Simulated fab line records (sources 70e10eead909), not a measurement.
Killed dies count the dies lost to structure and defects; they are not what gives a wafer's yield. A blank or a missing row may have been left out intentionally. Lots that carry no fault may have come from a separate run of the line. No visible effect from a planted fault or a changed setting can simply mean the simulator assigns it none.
Chamber matching -- flow nand harc -- cmp-04 running NHARC_A_CHANNEL_FILL_D2_CMP_10: 4 sister chambers
The step polishes, target thk 150 nm. 4 wafers are shown with their chamber, then 10 later ones without.

## EACH WAFER AND ITS CHAMBER
wafer,chamber,motor current A (A)
L083.5,2,12.0
L083.6,3,11.3
L086.1,0,12.7
L086.3,1,10.7

## WAFERS MISSING THEIR CHAMBER
wafer,motor current A (A)
L086.4,12.1
L092.1,11.6
L092.2,12.3
L092.6,12.5
L094.4,11.7
L094.5,11.0
L094.6,13.7
L097.3,12.6
L097.4,12.1
L097.6,11.3

## CHAMBER TAKEN BY EACH
wafer,from the rows above,in truth
L086.4,can't be placed: 2 or 0 or 3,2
L092.1,can't be placed: 3 or 2 or 1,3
L092.2,can't be placed: 2 or 0 or 3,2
L092.6,can't be placed: 0 or 2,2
L094.4,can't be placed: 2 or 3 or 0 or 1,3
L094.5,can't be placed: 1 or 3 or 2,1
L094.6,can't be placed: 0 or 2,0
L097.3,can't be placed: 0 or 2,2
L097.4,can't be placed: 2 or 0 or 3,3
L097.6,can't be placed: 3 or 1 or 2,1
0 of 10 placed correctly. These rows do not allow placing 10 (true chamber among the candidates in 10). Placed wrongly: 0.
How it was worked out, from the rows above alone: a wafer's distance from a chamber is the root of the sum, over the readings, of the square of ((its reading less the chamber's mean) divided by the reading's scatter). If the next closest chamber is less than 2 further off than the closest, the wafer can't be placed; otherwise it belongs to the closest. For every chamber, the mean is computed from those of its wafers that are shown. The scatter (one wafer shown for each chamber): square how far every hidden wafer sits from the nearest shown wafer, average those squares and take the square root.
